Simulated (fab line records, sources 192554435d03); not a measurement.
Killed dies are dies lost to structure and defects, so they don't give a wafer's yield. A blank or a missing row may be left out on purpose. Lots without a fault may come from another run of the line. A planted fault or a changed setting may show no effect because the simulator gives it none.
fab line records | flow n5_finfet
record lots=24 wafers=72 last_day=18
route steps=1938 shown BEOL_M7@1318 BEOL_M8@1346 BEOL_M9@1415
lots that met no fault: from a run of the same line without faults
start_h: hours from the record's first day to the start of the lot's first wafer shown | wait_h: hours since the lot's step before | " the same as in the row above | L1.1+2: a row that stands for several wafers | - no value, or no start given | * or withheld: withheld | < > ~ a bound
route shown NAME@n: a module of which the file shows steps, and the number in the route of the first | usual: mean/standard deviation of fault-free wafers | same: alike in all rows | chamber/n: place in a boat | sites: the reading at each site | _std_site: their standard deviation | _edge_site: outer sites' mean less inner sites' | radius_mm: how far each site lies from the wafer's centre | mask NAME#n: copy n | behind: the tool/chamber that last shaped the wafer | hold: why the lot was held/for how many hours/how that ended | device: the transistor (n, p or np) that didn't switch | end of line: the same wafers' tests at the end of the route | a step without rows: its recipe alone | killed: dies lost to structure and defects at the first sort, not the wafer's yield | map: a wafer's dies, x killed, . not, _ none there
set.NAME: the setting as run; set.NAME@STEP: as run at that earlier step | model.NAME: the simulator's own value behind a step, which no gauge read
steps of the route over a sample of lots; a table a step, a row a wafer
services: from which hour (start_h, from the record's first day; less than 0 if before it) a tool's chamber was out of use, for how many hours, and why
## steps
# step N5_BEOL_M7_DEGAS_44
# recipe ambient=vacuum temp_c=250 time_s=60
# usual heater_power_w=332/44
# same time_s=60
# columns lot.wafer tool chamber start_h wait_h heater_power_w
L074.1 pvd_sputter-02 - 206.04 0.4 289
L074.3 " - " " 311
L074.6 " - " " 305
L075.1 pvd_sputter-02 - 218.62 0.6 309
L075.3 " - " " 291
L075.4 " - " " 429
L076.1 pvd_sputter-02 - 227.89 3.6 321
L076.3 " - " " 439
L076.6 " - " " 290
L079.1 pvd_sputter-01 - 228.82 0.4 371
L079.3 " - " " 321
L079.4 " - " " 321
L077.1 pvd_sputter-01 - 228.90 0.4 376
L077.3 " - " " 302
L077.6 " - " " 318
L078.2 pvd_sputter-03 - 231.46 0.7 312
L078.4 " - " " 378
L078.5 " - " " 345
L080.2 pvd_sputter-03 - 245.70 0.5 385
L080.4 " - " " 284
L080.5 " - " " 347
L081.1 pvd_sputter-01 - 249.84 0.3 302
L081.4 " - " " 324
L081.5 " - " " 333
L083.1 pvd_sputter-03 - 250.53 0.6 286
L083.5 " - " " 345
L083.6 " - " " 294
L082.1 pvd_sputter-02 - 252.02 0.3 306
L082.3 " - " " 291
L082.5 " - " " 287
L084.2 pvd_sputter-02 - 259.45 0.2 315
L084.3 " - " " 284
L084.5 " - " " 294
L085.3 pvd_sputter-01 - 263.81 0.2 304
L085.5 " - " " 320
L085.6 " - " " 377
L086.1 pvd_sputter-02 - 280.87 0.7 322
L086.3 " - " " 442
L086.4 " - " " 301
L087.2 pvd_sputter-01 - 282.43 0.3 325
L087.3 " - " " 324
L087.5 " - " " 297
L089.1 pvd_sputter-01 - 292.86 0.3 301
L089.5 " - " " 374
L089.6 " - " " 313
L088.1 pvd_sputter-02 - 295.77 0.7 313
L088.4 " - " " 437
L088.5 " - " " 307
L091.3 pvd_sputter-02 - 302.78 0.2 313
L091.4 " - " " 292
L091.6 " - " " 303
L090.1 pvd_sputter-03 - 307.45 2.3 278
L090.3 " - " " 344
L090.5 " - " " 301
L093.3 pvd_sputter-02 - 314.82 0.5 441
L093.4 " - " " 321
L093.6 " - " " 298
L092.3 pvd_sputter-01 - 323.51 4.1 306
L092.4 " - " " 321
L092.6 " - " " 320
L094.1 pvd_sputter-01 - 333.91 0.7 323
L094.5 " - " " 324
L094.6 " - " " 308
L096.1 pvd_sputter-02 - 342.24 0.6 435
L096.5 " - " " 318
L096.6 " - " " 307
L095.2 pvd_sputter-02 - 345.04 0.5 439
L095.4 " - " " 322
L095.6 " - " " 311
L097.1 pvd_sputter-01 - 348.51 0.6 305
L097.2 " - " " 367
L097.3 " - " " 322
# step N5_BEOL_M8_OVL_MEAS_12
# recipe points_per_wafer=44
# usual M8_OVL=0.2/0.59
# same points_per_wafer=44
# columns lot.wafer tool chamber start_h wait_h M8_OVL[nm]
L074.1 overlay-02 0 212.67 0.0 0.6
L074.3 " 0 " " -0.4
L074.6 " 0 " " 0.2
L075.1 overlay-02 0 223.53 0.0 0.9
L075.3 " 0 " " 0.1
L075.4 " 0 " " 1.1
L076.1 overlay-01 0 231.12 0.0 0.7
L076.3 " 0 " " 1.1
L076.6 " 0 " " 1.4
L079.1 overlay-01 0 233.34 0.0 0.0
L079.3 " 0 " " -0.6
L079.4 " 0 " " 0.9
L077.1 overlay-02 0 233.38 0.0 -0.6
L077.3 " 0 " " -0.1
L077.6 " 0 " " 0.1
L078.2 overlay-01 0 236.81 0.0 1.0
L078.4 " 0 " " 1.2
L078.5 " 0 " " 1.5
L080.2 overlay-01 0 249.55 0.0 0.4
L080.4 " 0 " " -0.1
L080.5 " 0 " " 0.2
L081.1 overlay-02 0 253.13 0.0 0.7
L081.4 " 0 " " 0.6
L081.5 " 0 " " 0.6
L083.1 overlay-01 0 253.77 0.0 -0.4
L083.5 " 0 " " 0.4
L083.6 " 0 " " 0.2
L082.1 overlay-02 0 255.57 0.0 0.6
L082.3 " 0 " " -0.4
L082.5 " 0 " " -0.1
L084.2 overlay-02 0 264.64 0.0 0.2
L084.3 " 0 " " 0.3
L084.5 " 0 " " 0.5
L085.3 overlay-01 0 267.89 0.0 -1.1
L085.5 " 0 " " -0.8
L085.6 " 0 " " -0.7
L086.1 overlay-02 0 285.64 0.0 0.9
L086.3 " 0 " " 0.3
L086.4 " 0 " " 0.5
L087.2 overlay-02 0 286.01 0.0 0.2
L087.3 " 0 " " 0.5
L087.5 " 0 " " -0.8
L089.1 overlay-01 0 296.46 0.0 -0.5
L089.5 " 0 " " -1.1
L089.6 " 0 " " 0.4
L088.1 overlay-01 0 302.99 0.0 0.0
L088.4 " 0 " " -0.2
L088.5 " 0 " " 0.0
L091.3 overlay-02 0 308.18 0.0 -0.2
L091.4 " 0 " " -0.2
L091.6 " 0 " " -0.5
L090.1 overlay-02 0 311.54 0.0 0.5
L090.3 " 0 " " 0.2
L090.5 " 0 " " 0.1
L093.3 overlay-01 0 319.19 0.0 -0.4
L093.4 " 0 " " 0.3
L093.6 " 0 " " 0.0
L092.3 overlay-02 0 327.75 0.0 0.4
L092.4 " 0 " " 0.8
L092.6 " 0 " " 0.5
L094.1 overlay-01 0 341.37 0.0 0.0
L094.5 " 0 " " -0.6
L094.6 " 0 " " -0.6
L096.1 overlay-02 0 348.45 0.0 0.7
L096.5 " 0 " " 0.2
L096.6 " 0 " " 0.6
L095.2 overlay-01 0 349.99 0.0 0.1
L095.4 " 0 " " 0.8
L095.6 " 0 " " 0.6
L097.1 overlay-01 0 354.02 0.0 1.0
L097.2 " 0 " " 0.0
L097.3 " 0 " " -0.3
# step N5_BEOL_M8_STRIP_67
# recipe chemistry=CF4 resist=SiARC power_w=300 bias_power_w=75 pressure_mtorr=50 cf4_flow_sccm=150 rf_frequency_hz=6e+07
# usual drypump_motor_current_A=5.7/0.52 oes_product_au=0.81/0.086 power_w=300.2/0.77 rf_vpp_V=272.0/1.5 showerhead_plenum_p_Torr=1.83/0.058 throttle_valve_pct=13.50/0.22
# columns lot.wafer tool chamber start_h wait_h drypump_motor_current_A oes_product_au power_w rf_hours_counter_h rf_vpp_V showerhead_plenum_p_Torr throttle_valve_pct
L074.1 rie_diel-03 2 212.97 0.0 5.0 0.80 298.7 84 271.1 1.81 13.74
L074.3 " 3 " " 5.9 0.80 299.2 111 271.1 1.72 13.52
L074.6 " 1 " " 5.4 0.71 302.2 - 272.3 1.86 13.72
L075.1 rie_diel-03 3 223.83 0.0 5.9 0.79 299.9 116 270.7 1.72 13.53
L075.3 " 1 " " 5.5 0.72 299.9 198 272.6 1.86 13.74
L075.4 " 2 " " 5.0 0.80 300.0 88 272.6 1.81 13.74
L076.1 rie_diel-01 3 231.41 0.0 6.6 0.92 299.6 8 272.1 1.84 13.27
L076.3 " 2 " " 5.2 0.82 298.7 77 274.2 1.89 13.40
L076.6 " 0 " " 6.2 0.75 299.8 - 272.5 1.86 13.47
L079.1 rie_diel-01 2 234.53 0.0 5.2 0.82 299.8 79 270.6 1.89 13.41
L079.3 " 1 " " 5.7 1.00 300.8 1 273.5 1.92 13.13
L079.4 " 3 " " 6.6 0.92 301.8 10 272.0 1.84 13.29
L077.1 rie_diel-03 2 234.59 0.0 5.0 0.80 299.0 92 271.8 1.81 13.76
L077.3 " 3 " " 6.0 0.78 300.0 120 269.3 1.72 13.55
L077.6 " 1 " " 5.5 0.70 300.4 - 273.9 1.86 13.75
L078.2 rie_diel-01 0 238.54 0.0 6.3 0.75 301.4 139 273.3 1.86 13.47
L078.4 " 3 " " 6.6 0.91 300.5 12 272.6 1.84 13.30
L078.5 " 1 " " 5.8 0.98 299.7 - 274.0 1.92 13.13
L080.2 rie_diel-03 2 250.61 0.0 5.0 0.78 298.9 100 272.7 1.81 13.78
L080.4 " 1 " " 5.4 0.70 299.1 208 272.1 1.86 13.77
L080.5 " 3 " " 6.0 0.78 300.2 - 271.1 1.71 13.58
L081.1 rie_diel-01 0 253.61 0.0 6.3 0.75 299.4 146 271.8 1.85 13.50
L081.4 " 1 " " 5.7 0.95 300.4 11 274.0 1.92 13.12
L081.5 " 0 " " 6.3 0.75 299.6 - 273.8 1.85 13.48
L083.1 rie_diel-06 1 254.06 0.0 6.6 0.70 299.3 228 269.2 1.83 13.67
L083.5 " 1 " " 6.6 0.70 299.7 - 270.7 1.83 13.67
L083.6 " 2 " " 6.3 0.96 299.9 - 270.2 1.76 13.17
L082.1 rie_diel-03 3 256.26 0.0 6.0 0.78 300.1 130 270.3 1.71 13.58
L082.3 " 0 " " 5.2 0.85 298.9 60 271.4 1.82 13.34
L082.5 " 3 " " 5.9 0.77 300.6 - 270.3 1.71 13.57
L084.2 rie_diel-03 1 264.93 0.0 5.4 0.69 299.2 215 273.0 1.85 13.79
L084.3 " 0 " " 5.2 0.84 300.4 63 270.9 1.81 13.32
L084.5 " 3 " " 6.0 0.78 300.9 - 269.2 1.71 13.59
L085.3 rie_diel-01 0 268.38 0.0 6.3 0.74 299.4 153 274.1 1.85 13.48
L085.5 " 3 " " 6.5 0.89 300.9 - 272.3 1.84 13.32
L085.6 " 0 " " 6.3 0.74 299.2 - 272.9 1.85 13.50
L086.1 rie_diel-03 1 286.13 0.0 5.5 0.69 301.1 224 270.1 1.85 13.80
L086.3 " 2 " " 5.0 0.78 299.6 115 270.5 1.80 13.80
L086.4 " 0 " " 5.2 0.84 301.7 71 271.3 1.81 13.35
L087.2 rie_diel-03 3 286.95 0.0 5.9 0.77 300.3 140 271.6 1.71 13.59
L087.3 " 0 " " 5.2 0.84 299.6 71 272.7 1.81 13.35
L087.5 " 1 " " 5.5 0.69 299.1 - 272.0 1.85 13.82
L089.1 rie_diel-06 3 296.75 0.0 5.4 0.89 300.5 35 271.1 1.90 13.37
L089.5 " 3 " " 5.4 0.90 301.1 - 273.4 1.90 13.40
L089.6 " 1 " " 6.5 0.70 301.4 - 272.2 1.83 13.70
L088.1 rie_diel-03 3 303.28 0.0 5.9 0.76 298.8 145 269.2 1.71 13.61
L088.4 " 1 " " 5.4 0.68 299.2 - 272.9 1.85 13.81
L088.5 " 3 " " 5.9 0.76 299.2 - 267.3 1.71 13.60
L091.3 rie_diel-01 0 308.70 0.0 6.3 0.73 300.5 168 272.0 1.85 13.53
L091.4 " 2 " " 5.2 0.79 300.3 109 273.1 1.88 13.46
L091.6 " 2 " " 5.2 0.78 300.5 - 272.6 1.89 13.49
L090.1 rie_diel-06 3 312.17 0.0 5.4 0.87 301.0 41 272.4 1.89 13.39
L090.3 " 0 " " 5.7 0.97 299.7 5 273.2 1.84 13.20
L090.5 " 0 " " 5.7 0.98 300.6 - 272.0 1.84 13.19
L093.3 rie_diel-06 3 319.55 0.0 5.4 0.87 301.1 44 274.8 1.89 13.41
L093.4 " 2 " " 6.3 0.90 300.3 - 270.6 1.75 13.22
L093.6 " 3 " " 5.4 0.88 300.9 - 271.8 1.89 13.41
L092.3 rie_diel-01 1 328.54 0.0 5.7 0.89 300.0 40 273.4 1.91 13.21
L092.4 " 2 " " 5.2 0.77 299.1 115 273.1 1.88 13.48
L092.6 " 3 " " 6.6 0.85 299.8 - 273.7 1.83 13.38
L094.1 rie_diel-06 1 341.67 0.0 6.6 0.99 301.7 2 272.2 1.82 13.17
L094.5 " 3 " " 5.4 0.86 300.2 - 274.4 1.89 13.42
L094.6 " 0 " " 5.7 0.94 299.8 - 269.7 1.84 13.22
L096.1 rie_diel-03 0 348.90 0.0 5.2 0.82 299.6 91 271.6 1.81 13.41
L096.5 " 0 " " 5.2 0.82 301.3 - 272.2 1.81 13.40
L096.6 " 3 " " 5.9 0.75 300.2 - 269.0 1.70 13.65
L095.2 rie_diel-01 0 350.28 0.0 6.4 0.71 300.5 182 271.4 1.84 13.58
L095.4 " 3 " " 6.6 0.84 300.6 55 272.7 1.83 13.40
L095.6 " 2 " " 5.2 0.77 300.5 - 272.5 1.88 13.51
L097.1 rie_diel-03 0 354.31 0.0 5.2 0.81 300.4 93 271.7 1.81 13.41
L097.2 " 2 " " 5.0 0.75 300.0 141 271.8 1.80 13.85
L097.3 " 3 " " 6.0 0.75 300.8 166 271.4 1.70 13.66
# step N5_BEOL_M8_ALD_77
# recipe material=TaN target_thk_a=20 temp_c=275 ald_precursor_family=PDMAT ald_co_reactant=NH3 pressure_torr=3 carrier_flow_sccm=1500 pulse_time_s=2 purge_time_s=3 co_reactant_purge_time_s=2 co_reactant_pulse_time_s=3 ald_cycles=40 precursor_vessel_temp_c=75 precursor_vessel_pressure_torr=26.25 precursor_vessel_carrier_sccm=1000
# usual heater_power_outer_w=221/19 heater_power_w=400/27
# columns lot.wafer tool chamber start_h wait_h heater_power_outer_w heater_power_w
L074.1 ald_metal-04 1 217.76 0.0 227 453
L074.3 " 3 " " 227 427
L074.6 " 3 " " 233 432
L075.1 ald_metal-03 1 228.86 0.0 219 413
L075.3 " 0 " " 197 366
L075.4 " 2 " " 229 401
L076.1 ald_metal-03 2 233.29 0.1 228 397
L076.3 " 1 " " 219 388
L076.6 " 0 " " 202 371
L079.1 ald_metal-04 0 237.77 0.0 235 396
L079.3 " 3 " " 228 432
L079.4 " 2 " " 248 421
L077.1 ald_metal-03 1 240.49 0.0 224 408
L077.3 " 2 " " 236 398
L077.6 " 3 " " 231 412
L078.2 ald_metal-04 2 242.20 0.1 250 424
L078.4 " 3 " " 222 433
L078.5 " 3 " " 235 440
L080.2 ald_metal-03 3 253.57 0.0 228 412
L080.4 " 0 " " 199 363
L080.5 " 0 " " 203 367
L081.1 ald_metal-04 2 256.08 0.0 254 426
L081.4 " 1 " " 225 438
L081.5 " 3 " " 228 424
L083.1 ald_metal-01 1 256.45 0.0 210 373
L083.5 " 1 " " 212 363
L083.6 " 2 " " 186 355
L082.1 ald_metal-03 3 259.33 0.1 224 401
L082.3 " 1 " " 220 414
L082.5 " 2 " " 235 409
L084.2 ald_metal-04 3 267.96 0.0 228 430
L084.3 " 1 " " 219 439
L084.5 " 3 " " 231 427
L085.3 ald_metal-01 1 273.36 0.3 212 363
L085.5 " 2 " " 177 356
L085.6 " 1 " " 212 371
L087.2 ald_metal-04 1 293.48 0.0 223 436
L087.3 " 1 " " 221 448
L087.5 " 1 " " 214 438
L086.1 ald_metal-01 2 294.42 0.0 186 363
L086.3 " 1 " " 213 368
L086.4 " 0 " " 233 430
L089.1 ald_metal-01 2 302.90 0.1 187 368
L089.5 " 2 " " 182 356
L089.6 " 1 " " 213 374
L088.1 ald_metal-03 1 307.47 0.0 220 407
L088.4 " 1 " " 219 418
L088.5 " 0 " " 204 368
L091.3 ald_metal-01 1 311.69 0.2 214 362
L091.4 " 3 " " 195 373
L091.6 " 1 " " 207 360
L090.1 ald_metal-04 1 315.18 0.1 225 447
L090.3 " 3 " " 237 436
L090.5 " 0 " " 234 392
L093.3 ald_metal-03 1 324.52 0.0 217 400
L093.4 " 0 " " 199 375
L093.6 " 3 " " 236 414
L092.3 ald_metal-01 0 333.85 0.0 239 410
L092.4 " 2 " " 183 363
L092.6 " 1 " " 213 373
L094.1 ald_metal-04 0 345.09 0.0 238 391
L094.5 " 2 " " 256 418
L094.6 " 3 " " 233 437
L096.1 ald_metal-01 2 354.32 0.1 185 357
L096.5 " 0 " " 242 419
L096.6 " 1 " " 214 364
L095.2 ald_metal-04 0 354.70 0.0 239 396
L095.4 " 2 " " 253 412
L095.6 " 3 " " 236 436
L097.1 ald_metal-01 2 358.22 0.1 182 364
L097.2 " 1 " " 212 372
L097.3 " 0 " " 235 426
# step N5_BEOL_M8_SURFACE_TREAT_79
# recipe gas=Ar time_s=* ion_energy_ev=* ion_current_ma_cm2=0.5 pressure_mtorr=* ar_flow_sccm=30
# usual throttle_valve_pct=*
# same time_s=*
# columns lot.wafer tool chamber start_h wait_h throttle_valve_pct
L074.1 pvd_sputter-01 - 218.05 0.2 *
L074.3 " - " " *
L074.6 " - " " *
L075.1 pvd_sputter-01 - 229.14 0.2 *
L075.3 " - " " *
L075.4 " - " " *
L076.1 pvd_sputter-01 - 233.78 0.4 *
L076.3 " - " " *
L076.6 " - " " *
L079.1 pvd_sputter-03 - 238.28 0.4 *
L079.3 " - " " *
L079.4 " - " " *
L077.1 pvd_sputter-03 - 240.83 0.2 *
L077.3 " - " " *
L077.6 " - " " *
L078.2 pvd_sputter-01 - 244.12 1.8 *
L078.4 " - " " *
L078.5 " - " " *
L080.2 pvd_sputter-01 - 254.60 0.9 *
L080.4 " - " " *
L080.5 " - " " *
L081.1 pvd_sputter-01 - 256.38 0.2 *
L081.4 " - " " *
L081.5 " - " " *
L083.1 pvd_sputter-03 - 257.01 0.4 *
L083.5 " - " " *
L083.6 " - " " *
L082.1 pvd_sputter-03 - 261.29 1.8 *
L082.3 " - " " *
L082.5 " - " " *
L084.2 pvd_sputter-02 - 268.40 0.3 *
L084.3 " - " " *
L084.5 " - " " *
L085.3 pvd_sputter-01 - 273.73 0.2 *
L085.5 " - " " *
L085.6 " - " " *
L087.2 pvd_sputter-01 - 293.94 0.3 *
L087.3 " - " " *
L087.5 " - " " *
L086.1 pvd_sputter-02 - 294.99 0.4 *
L086.3 " - " " *
L086.4 " - " " *
L089.1 pvd_sputter-03 - 303.19 0.2 *
L089.5 " - " " *
L089.6 " - " " *
L088.1 pvd_sputter-01 - 307.75 0.2 *
L088.4 " - " " *
L088.5 " - " " *
L091.3 pvd_sputter-01 - 312.03 0.2 *
L091.4 " - " " *
L091.6 " - " " *
L090.1 pvd_sputter-01 - 315.77 0.5 *
L090.3 " - " " *
L090.5 " - " " *
L093.3 pvd_sputter-02 - 324.83 0.2 *
L093.4 " - " " *
L093.6 " - " " *
L092.3 pvd_sputter-02 - 334.26 0.3 *
L092.4 " - " " *
L092.6 " - " " *
L094.1 pvd_sputter-03 - 345.38 0.2 *
L094.5 " - " " *
L094.6 " - " " *
L096.1 pvd_sputter-03 - 354.68 0.2 *
L096.5 " - " " *
L096.6 " - " " *
L095.2 pvd_sputter-02 - 354.99 0.2 *
L095.4 " - " " *
L095.6 " - " " *
L097.1 pvd_sputter-01 - 358.54 0.2 *
L097.2 " - " " *
L097.3 " - " " *
# step N5_BEOL_M9_OVL_MEAS_12
# recipe points_per_wafer=44
# usual M9_OVL=0.4/0.72
# same points_per_wafer=44
# columns lot.wafer tool chamber start_h wait_h M9_OVL[nm]
L074.1 overlay-01 0 221.93 0.0 0.0
L074.3 " 0 " " -1.1
L074.6 " 0 " " 0.8
L075.1 overlay-01 0 233.27 0.0 -0.2
L075.3 " 0 " " 1.6
L075.4 " 0 " " 0.8
L076.1 overlay-01 0 238.55 0.0 0.7
L076.3 " 0 " " -0.2
L076.6 " 0 " " 0.6
L079.1 overlay-01 0 245.00 0.0 1.0
L079.3 " 0 " " 1.2
L079.4 " 0 " " 0.6
L077.1 overlay-01 0 245.54 0.0 -0.2
L077.3 " 0 " " 0.7
L077.6 " 0 " " 1.5
L078.2 overlay-02 0 247.12 0.0 -0.7
L078.4 " 0 " " -0.2
L078.5 " 0 " " 0.7
L080.2 overlay-02 0 258.87 0.0 0.2
L080.4 " 0 " " 0.3
L080.5 " 0 " " -2.1
L081.1 overlay-02 0 262.17 0.0 1.0
L081.4 " 0 " " 0.1
L081.5 " 0 " " 0.9
L083.1 overlay-01 0 262.34 0.0 0.7
L083.5 " 0 " " -1.1
L083.6 " 0 " " 0.8
L082.1 overlay-02 0 264.29 0.0 0.4
L082.3 " 0 " " 0.2
L082.5 " 0 " " 0.6
L084.2 overlay-01 0 272.52 0.0 0.8
L084.3 " 0 " " 0.6
L084.5 " 0 " " 0.4
L085.3 overlay-02 0 278.31 0.0 1.0
L085.5 " 0 " " 0.9
L085.6 " 0 " " 1.1
L087.2 overlay-02 0 297.75 0.0 -0.6
L087.3 " 0 " " -0.4
L087.5 " 0 " " 0.7
L086.1 overlay-02 0 298.37 0.0 0.0
L086.3 " 0 " " 1.2
L086.4 " 0 " " -0.2
L089.1 overlay-02 0 307.93 0.0 1.2
L089.5 " 0 " " 0.8
L089.6 " 0 " " 0.2
L088.1 overlay-01 0 311.58 0.0 0.8
L088.4 " 0 " " -0.5
L088.5 " 0 " " 0.8
L091.3 overlay-01 0 315.43 0.0 -0.4
L091.4 " 0 " " -0.3
L091.6 " 0 " " 0.0
L090.1 overlay-02 0 319.22 0.0 0.9
L090.3 " 0 " " 0.3
L090.5 " 0 " " 0.5
L093.3 overlay-02 0 328.34 0.0 1.0
L093.4 " 0 " " 0.4
L093.6 " 0 " " -0.2
L092.3 overlay-01 0 339.04 0.0 0.9
L092.4 " 0 " " 1.9
L092.6 " 0 " " 1.5
L094.1 overlay-02 0 350.01 0.0 0.1
L094.5 " 0 " " -0.4
L094.6 " 0 " " -0.1
L096.1 overlay-02 0 358.35 0.0 -0.1
L096.5 " 0 " " -0.5
L096.6 " 0 " " 0.0
L095.2 overlay-02 0 358.55 0.0 0.1
L095.4 " 0 " " -0.4
L095.6 " 0 " " -0.5
L097.1 overlay-02 0 362.69 0.0 0.7
L097.2 " 0 " " 0.1
L097.3 " 0 " " 1.5
## services
# columns tool chamber start_h hours kind
rie_diel-06 - 183.10 0.2 repair
rie_diel-03 3 184.82 4.3 repair
rie_diel-01 3 188.14 - clean
rie_diel-01 3 188.14 - consumable_replace:focus_ring
rie_diel-01 3 188.14 25.6 scheduled_down
rie_diel-01 3 188.14 25.6 vent_cycle
ald_metal-01 1 197.34 11.4 repair
rie_diel-06 - 233.19 15.6 pm
ald_metal-03 2 235.99 3.8 repair
rie_diel-06 3 251.02 9.4 repair
rie_diel-03 3 259.60 4.2 repair
rie_diel-06 0 263.94 4.2 repair
ald_metal-03 - 272.48 2.8 pm
rie_diel-06 - 277.23 4.3 pm
rie_diel-01 0 287.50 1.8 repair
ald_metal-04 3 292.83 2.8 repair
rie_diel-03 0 303.24 7.5 repair
rie_diel-06 2 309.91 2.8 repair
rie_diel-03 1 321.25 4.6 repair
ald_metal-04 3 329.48 2.8 repair
pvd_sputter-03 - 332.92 11.1 repair
ald_metal-01 3 333.69 2.0 repair
ald_metal-03 - 336.74 8.7 pm
pvd_sputter-02 - 346.78 6.9 repair
## key
fault none
